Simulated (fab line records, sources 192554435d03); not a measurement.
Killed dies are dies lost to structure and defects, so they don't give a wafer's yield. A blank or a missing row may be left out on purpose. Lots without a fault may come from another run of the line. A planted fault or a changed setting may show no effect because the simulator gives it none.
fab line records | flow n5_finfet
record lots=6 wafers=18 last_day=17
route steps=1938 shown SD_EPI_N@289 SD_EPI_P@295
lots that met no fault: from a run of the same line without faults
start_h: hours from the record's first day to the start of the lot's first wafer shown | wait_h: hours since the lot's step before | " the same as in the row above | L1.1+2: a row that stands for several wafers | - no value, or no start given | * or withheld: withheld | < > ~ a bound
route shown NAME@n: a module of which the file shows steps, and the number in the route of the first | usual: mean/standard deviation of fault-free wafers | same: alike in all rows | chamber/n: place in a boat | sites: the reading at each site | _std_site: their standard deviation | _edge_site: outer sites' mean less inner sites' | radius_mm: how far each site lies from the wafer's centre | mask NAME#n: copy n | behind: the tool/chamber that last shaped the wafer | hold: why the lot was held/for how many hours/how that ended | device: the transistor (n, p or np) that didn't switch | end of line: the same wafers' tests at the end of the route | a step without rows: its recipe alone | killed: dies lost to structure and defects at the first sort, not the wafer's yield | map: a wafer's dies, x killed, . not, _ none there
set.NAME: the setting as run; set.NAME@STEP: as run at that earlier step | model.NAME: the simulator's own value behind a step, which no gauge read
lots at some steps of the route; a table a step, a row a wafer
services: from which hour (start_h, from the record's first day; less than 0 if before it) a tool's chamber was out of use, for how many hours, and why
## steps
# step N5_SD_EPI_N_EPI_MEAS_23
# recipe mode=xrd
# usual thk_nm=58.9/1.1
# columns lot.wafer tool chamber start_h wait_h thk_nm
L481.1 film_metro-02 - 56.37 1.9 61.1
L481.2 " - " " 58.8
L481.6 " - " " 60.2
L493.4 film_metro-02 - 128.44 0.6 60.0
L493.5 " - " " 59.3
L493.6 " - " " 61.9
L494.3 film_metro-02 - 133.93 0.9 58.5
L494.4 " - " " 59.2
L494.5 " - " " 59.1
L495.2 film_metro-02 - 136.71 1.2 58.0
L495.3 " - " " 58.3
L495.5 " - " " 59.2
L498.1 film_metro-02 - 153.41 1.4 60.5
L498.3 " - " " 58.0
L498.5 " - " " 58.0
L502.1 film_metro-01 - 184.28 1.9 59.5
L502.5 " - " " 58.1
L502.6 " - " " 58.6
# step N5_SD_EPI_N_PRECLEAN_24
# recipe chemistry=O3/DIW time_s=60 temp_c=22 o3_ppm=10
# step N5_SD_EPI_N_SRD_25
# recipe time_s=30 temp_c=23 rinse_liquid=diw dry=ipa_marangoni
# step N5_SD_EPI_N_PRECLEAN_49
# recipe chemistry=NF3:NH3 afs_cycles=1 temp_c=30 time_s=20 sublimation_temp_c=180 sublimation_time_s=60 pressure_torr=3 rf_power_w=30
# step N5_SD_EPI_N_LINER_46
# recipe material=SiNx target_thk_a=30 temp_c=400 ald_precursor_family=SiH2I2 ald_co_reactant=N2/H2-plasma pressure_torr=2
# usual chamber_pressure_Torr=2.000/0.0047 heater_power_w=836/57 susceptor_temp_C=400.00/0.22
# columns lot.wafer tool chamber start_h wait_h chamber_pressure_Torr heater_power_w susceptor_temp_C
L481.1 ald_sin-03 0 57.29 0.8 2.006 803 399.96
L481.2 " 3 " " 1.995 966 400.07
L481.6 " 3 " " 1.998 997 400.12
L493.4 ald_sin-02 2 128.74 0.1 1.993 773 399.65
L493.5 " 0 " " 2.002 848 399.86
L493.6 " 3 " " 2.001 878 400.29
L494.3 ald_sin-03 1 134.50 0.4 2.002 855 399.96
L494.4 " 0 " " 1.998 829 400.03
L494.5 " 1 " " 2.004 842 399.87
L495.2 ald_sin-04 3 137.01 0.1 1.992 872 399.97
L495.3 " 0 " " 2.001 842 400.26
L495.5 " 1 " " 2.010 790 400.13
L498.1 ald_sin-04 2 153.72 0.2 1.996 841 399.70
L498.3 " 3 " " 1.999 859 400.18
L498.5 " 3 " " 1.998 885 399.95
L502.1 ald_sin-03 3 184.61 0.2 2.003 995 400.09
L502.5 " 3 " " 1.999 998 400.16
L502.6 " 0 " " 2.000 796 400.15
# step N5_SD_EPI_N_INSPECT_26
# recipe inspect_instrument=darkfield mode=post_epi
# usual raw_defect_count=209/41
# columns lot.wafer tool chamber start_h wait_h raw_defect_count
L481.1 defect_inspect-02 - 57.54 0.1 161
L481.2 " - " " 305
L481.6 " - " " 207
L493.4 defect_inspect-01 - 129.00 0.1 240
L493.5 " - " " 170
L493.6 " - " " 238
L494.3 defect_inspect-02 - 134.75 0.1 175
L494.4 " - " " 168
L494.5 " - " " 176
L495.2 defect_inspect-02 - 137.27 0.1 197
L495.3 " - " " 256
L495.5 " - " " 155
L498.1 defect_inspect-01 - 153.97 0.1 230
L498.3 " - " " 177
L498.5 " - " " 285
L502.1 defect_inspect-01 - 184.86 0.1 217
L502.5 " - " " 173
L502.6 " - " " 163
# step N5_SD_EPI_P_COAT_34
# recipe resist=SOC temp_c=250 time_s=60 spin_rpm=1500 resist_thk_nm=350
# step N5_SD_EPI_P_COAT_35
# recipe resist=SiARC temp_c=220 time_s=60 spin_rpm=1500 resist_thk_nm=35
# step N5_SD_EPI_P_COAT_03
# recipe resist=CAR-ArF-block spin_rpm=1500 resist_thk_nm=150
# step N5_SD_EPI_P_EBR_05
# recipe solvent=PGMEA ebr_width_mm=1.5
# step N5_SD_EPI_P_SOFTBAKE_04
# recipe temp_c=110 time_s=60 resist=CAR-ArF-block
# step N5_SD_EPI_P_EXPOSE_06
# recipe mask_id=SD_P_BLK na=1.35 source_shape=conventional sigma_outer=0.8 polarization=unpolarized target_cd_nm=240 dose_mj=39.5
# step N5_SD_EPI_P_PEB_07
# recipe peb_temp_c=110 peb_time_s=60 resist=CAR-ArF-block
# usual chill_plate_temp_C=23.01/0.11 exhaust_pa=45.0/0.93 peb_time_s=60/0 resist_line_temp_C=23.01/0.1
# columns lot.wafer tool chamber start_h wait_h chill_plate_temp_C exhaust_pa peb_time_s resist_line_temp_C
L481.1 litho_track-04 0 57.75 0.1 22.96 45.3 60 23.06
L481.2 " 0 " " 22.84 46.6 60 23.04
L481.6 " 0 " " 22.87 45.8 60 23.08
L493.4 litho_track-01 - 129.33 0.0 - - - -
L493.5 " - " " - - - -
L493.6 " - " " - - - -
L494.3 litho_track-04 - 134.97 0.0 - - - -
L494.4 " - " " - - - -
L494.5 " - " " - - - -
L495.2 litho_track-01 0 137.60 0.0 23.16 44.2 60 22.99
L495.3 " 0 " " 22.97 44.2 60 23.04
L495.5 " 0 " " 22.94 41.9 60 23.05
L498.1 litho_track-04 0 154.30 0.1 23.21 43.6 60 22.80
L498.3 " 0 " " 23.10 44.8 60 23.05
L498.5 " 0 " " 23.25 44.1 60 22.89
L502.1 litho_track-03 0 185.07 0.1 23.01 45.4 60 23.19
L502.5 " 0 " " 22.88 47.2 60 23.22
L502.6 " 0 " " 22.80 45.5 60 22.99
# step N5_SD_EPI_P_DEVELOP_08
# recipe develop_time_s=30 developer=TMAH resist=CAR-ArF-block dev_temp_c=23 rinse_liquid=diw dry=air_spin
## services
# columns tool chamber start_h hours kind
ald_sin-02 2 46.88 10.9 repair
ald_sin-02 1 50.05 61.4 repair
ald_sin-02 - 56.50 0.8 repair
ald_sin-03 3 75.44 3.7 repair
ald_sin-02 0 88.15 6.4 repair
ald_sin-02 - 93.85 6.0 pm
ald_sin-03 2 160.90 16.3 repair
ald_sin-04 - 177.89 14.0 pm
ald_sin-04 0 177.89 14.0 vent_cycle
ald_sin-04 1 177.89 14.0 vent_cycle
ald_sin-04 2 177.89 14.0 vent_cycle
ald_sin-04 3 177.89 14.0 vent_cycle
## key
first_sign step=N5_SD_EPI_P_PEB_07 reading=tool_record direction=missing
effect none on later readings
met_at N5_SD_EPI_P_PEB_07
struck_wafers L493.4,L493.5,L493.6,L494.3,L494.4,L494.5
later_rows_left_out L493.4,L493.5,L493.6,L494.3,L494.4,L494.5
sort_left_out L493.4,L493.5,L493.6,L494.3,L494.4,L494.5
onset_between 57.75 129.33
fault kind=skipped_step_whole tool=litho_track-01,litho_track-04 chamber=- onset_h=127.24 steps=N5_SD_EPI_P_PEB_07 scope=struck_lots_only
# sort_left_out: the simulated sort isn't trusted on such a fault, so these wafers' sort isn't shown, and their yield isn't known
# later_rows_left_out: the simulator's readings of these wafers behind a module that went badly wrong aren't trusted and aren't shown, but for the sort
